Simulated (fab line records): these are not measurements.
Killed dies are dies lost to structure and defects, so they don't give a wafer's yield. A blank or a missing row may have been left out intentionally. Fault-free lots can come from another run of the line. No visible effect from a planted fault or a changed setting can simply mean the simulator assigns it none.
A struck lot beside a sound one | flow n5-finfet | 35 steps out of a route of 1938
Sound: these wafers, L370.1, L370.5, L370.6. Struck: wafers L359.3, L359.5 (left out: L359.6, a lot-mate that was not struck); the cause follows at the end.
For every step that has rows: the tool of each side, followed by ch and its chambers, followed by its first start. Under that, the readings that differ: sound wafers | struck wafers | difference of the means | sigmas: that difference in standard deviations of wafers without a fault.
alike: readings with means less than 2 such deviations apart, plus words and numbers identical on both sides. not compared: withheld readings, readings lacking a value on some wafer, bounds such as >300 that could conceal the same value, and numbers that have no deviation in the record and whose values overlap.
A row with sigmas, a row that says differs or no value, or rows on one side alone: a step with any of these is where the two part. Numbers that don't overlap but have no deviation are shown without sigmas and don't part them. A reading missing from all wafers of one side parts the sides only when that side holds two or more wafers.

first, 9 steps without rows for these wafers: N5_BEOL_M7_ALD_77 (deposits TaN, target thk 2 nm, pulse time 2 s, purge time 3 s); N5_BEOL_M7_SURFACE_TREAT_79; N5_BEOL_M7_CVD_78 (deposits Co from CCTBA/H2, target thk 2 nm, time 142.3 s); N5_BEOL_M7_SPUTTER_48 (material Cu, target thk 10 nm, time 1.667 s); N5_BEOL_M7_ECD_50 (material Cu, target thk 300 nm); N5_BEOL_M7_ANNEAL_51 (time 90 s); N5_BEOL_M7_CMP_52 (polishes, stops on SiCOH lowk, t overpolish 6.9 s, target thk 80 nm); N5_BEOL_M7_PRE_CLEAN_55 (time 15 s); N5_BEOL_M7_DEP_56 (deposits SiCN from 3MS/NH3, target thk 10 nm, time 17.5 s).
N5_BEOL_M8_ILD_DEP_00: deposits SiCOH lowk from DEMS/porogen, target thk 179.75 nm, time 33.4 s.
  sound on pecvd-02 ch 0,1,2, day 13 18:48; struck on pecvd-03 ch 0, day 10 09:22
  reading                                            | sound                | struck        | difference | sigmas
  showerhead-plenum-p-Torr (Torr)                    | 5.764 5.739 5.745    | 5.716 5.704   | -0.039     | -2
  susceptor-temp-C (C)                               | 300.05 299.91 300.01 | 305.75 305.50 | +5.63      | +31
  model.SiCOH_lowk_of_BEOL_M8_ILD_DEP_00.thk-nm (nm) | 176.8 181.4 178      | 173.8 176     | -3.8       |
  alike: chamber-pressure-Torr, heater-power-w, throttle-valve-pct
  not compared: since-wet-clean-h
then, 24 steps without rows for these wafers: N5_BEOL_M8_CURE_74 (cures SiCOH lowk, time 240 s); N5_BEOL_M8_PECVD_70 (deposits SiO2 from TEOS/O2, target thk 20 nm, time 22.7 s); N5_BEOL_M8_HM_DEP_02 (deposits TiN, target thk 20 nm); N5_BEOL_M8_COAT_59 (time 60 s, resist thk 100 nm); N5_BEOL_M8_COAT_60 (time 60 s, resist thk 35 nm); N5_BEOL_M8_COAT_05 (resist thk 90 nm); N5_BEOL_M8_EBR_07; N5_BEOL_M8_SOFTBAKE_06 (time 60 s); N5_BEOL_M8_EXPOSE_08 (exposes mask M8); N5_BEOL_M8_PEB_09 (peb time 60 s); N5_BEOL_M8_DEVELOP_10 (develop time 30 s); N5_BEOL_M8_DESCUM_16 (chemistry O2, time 7.9 s); N5_BEOL_M8_ETCH_61 (etches SiARC in CF4, target depth 45.5 nm, time 75.8 s); N5_BEOL_M8_ETCH_62 (etches SOC in N2/H2, target depth 110 nm, overetch 22 nm, time 165 s); N5_BEOL_M8_STRIP_68 (strips in N2/H2); N5_BEOL_M8_STRIP_67 (strips in CF4); N5_BEOL_M8_HM_OPEN_17 (chemistry Cl2/BCl3, target TiN, target depth 20 nm, overetch 6 nm); N5_BEOL_M8_STRIP_19 (strips in O2); N5_BEOL_M8_COAT_63 (time 60 s, resist thk 60 nm); N5_BEOL_M8_COAT_64 (time 60 s, resist thk 12 nm); N5_BEOL_M8_COAT_71 (time 60 s, resist thk 5 nm); N5_BEOL_M8_COAT_22 (resist thk 30 nm); N5_BEOL_M8_EBR_24; N5_BEOL_M8_SOFTBAKE_23 (time 60 s).
N5_BEOL_M8_CMP_52: polishes, stops on SiCOH lowk, t overpolish 6.9 s, target thk 80 nm.
  sound on cmp-04 ch 1,2,3, day 14 06:03; struck on cmp-04 ch 0,2, day 10 17:12
  reading                                            | sound             | struck      | difference | sigmas
  overpolish-run-s (s)                               | 6.898 6.887 6.892 | 6.917 6.902 | +0.017     | +2
  model.SiCOH_lowk_of_BEOL_M8_ILD_DEP_00.thk-nm (nm) | 149.4 153.6 150.4 | 146.8 148.6 | -3.4       |
  alike: barrier-field-endpoint-s, motor-current-A, time-to-endpoint-s

== WHERE THEY PART ==
Last at N5_BEOL_M8_CMP_52 as far as this record goes, first at N5_BEOL_M8_ILD_DEP_00.

WHY: what had been put in by the simulator
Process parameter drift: pecvd-03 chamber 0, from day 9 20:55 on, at N5_BEOL_M8_ILD_DEP_00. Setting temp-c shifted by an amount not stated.
